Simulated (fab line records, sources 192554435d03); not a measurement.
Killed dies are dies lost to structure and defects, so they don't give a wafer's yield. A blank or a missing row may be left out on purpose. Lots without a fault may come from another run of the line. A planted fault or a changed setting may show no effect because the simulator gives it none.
A struck lot beside a sound one | flow n5_finfet | 15 steps out of a route of 1938
Sound: wafers L794.1, L794.2, L794.5. Struck: wafers L799.3, L799.4, L799.5. The cause comes at the end.
At each step with rows: each side's tool, then ch and its chambers, then its first start. Under that, the readings that differ: sound wafers | struck wafers | difference of the means | sigmas: that difference in standard deviations of wafers without a fault.
alike: readings whose means differ by less than 2 such deviations, and words and numbers that are the same on both sides. not compared: withheld readings, readings that some wafer has no value for, bounds like >300 that may hide the same value, and numbers for which the record gives no deviation and whose values overlap.
The two part at a step that has a row with sigmas, a row that says differs or no value, or rows on one side only. Numbers that don't overlap but have no deviation are shown without sigmas and don't part them. A reading that every wafer of one side lacks parts them only if that side has two wafers or more.

first, 12 steps without rows for these wafers: N5_MOL_CONTACT_COAG_DESCUM_88 (chemistry O2, time 7 s); N5_MOL_CONTACT_COAG_ETCH_89 (etches underlayer in N2/H2, target depth 13 nm, time 10.4 s); N5_MOL_CONTACT_COAG_ETCH_90 (etches SiARC in CF4, target depth 13 nm, time 21.7 s); N5_MOL_CONTACT_COAG_ALD_131 (deposits SiO2, target thk 5 nm, pulse time 1 s, co reactant pulse time 1 s); N5_MOL_CONTACT_COAG_ETCHBACK_132 (etches SiO2 in CHF3, target depth 10 nm, time 6.7 s); N5_MOL_CONTACT_COAG_ETCH_91 (etches SOC in N2/H2, target depth 60 nm, overetch 21 nm, time 101.2 s); N5_MOL_CONTACT_COAG_STRIP_92 (strips in N2/H2); N5_MOL_CONTACT_COAG_STRIP_93 (strips in N2/H2); N5_MOL_CONTACT_COAG_ETCHBACK_135 (etches SiO2 in CHF3, target depth 25 nm, time 16.7 s); N5_MOL_CONTACT_COAG_STRIP_118 (strips in CHF3); N5_MOL_CONTACT_COAG_VIA_ETCH_46 (etches SiO2 in C4F6/O2, target depth 46 nm, overetch 9.2 nm, time 40 s); N5_MOL_CONTACT_COAG_STRIP_96 (strips in N2/H2).
N5_MOL_CONTACT_COAG_ETCH_47: etches SiNx in CH3F/O2, stops on W, target depth 27 nm.
  sound on rie_diel-01 ch 1,3, day 8 08:00; struck on rie_diel-01 ch 0,1,3, day 9 03:55
  reading                                      | sound             | struck                  | difference | sigmas
  etch_rf_on_time_s (s)                        | 31.8 32.0 31.2    | 37.3 38.6 37.7          | +6.2       | +14
  over_etch_frac                               | 0.2 0.2 0.2       | 0.43936 0.43936 0.43936 | +0.23936   |
  model.etch.over_etch_s (s)                   | 5.299 5.333 5.205 | 11.38 11.79 11.51       | +6.28      |
  model.MOL_CONTACT_COAG.feature_depth_nm (nm) | 18.6 18.4 18.4    | 19 19 19                | +1         |
  alike: bias_w, drypump_motor_current_A, oes_product_au, rf_vpp_V, showerhead_plenum_p_Torr, throttle_valve_pct
  not compared: rf_hours_counter_h
then, 1 step without rows for these wafers: N5_MOL_CONTACT_COAG_STRIP_119 (strips in N2/H2, time 30 s).
-- the record jumps here: 3 days lie between the struck wafers' starts before and after (it left off in module MOL_CONTACT_COAG and takes up again in module BEOL_M4, whose first step shown is number 1111 of the route) --
N5_BEOL_M4_RC_MEAS_101:
  sound on prober-01 ch 0, day 11 00:01; struck on prober-01 ch 0, day 11 23:05
  reading       | sound       | struck      | difference | sigmas
  ION_N (uA/um) | 687 688 679 | 671 652 666 | -22        | -2
  alike: DIBL_N, DIBL_P, IOFF_N, IOFF_P, ION_P, SS_N, SS_P, VT_N, VT_P

WHERE THEY PART
First at N5_MOL_CONTACT_COAG_ETCH_47; last, within this record, at N5_BEOL_M4_RC_MEAS_101.

WHY: what the simulator had put in
Process parameter drift: rie_diel-01, from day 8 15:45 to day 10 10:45, at N5_MOL_CONTACT_COAG_ETCH_47. Setting over_etch_frac, moved by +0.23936, from 0.2. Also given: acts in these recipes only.
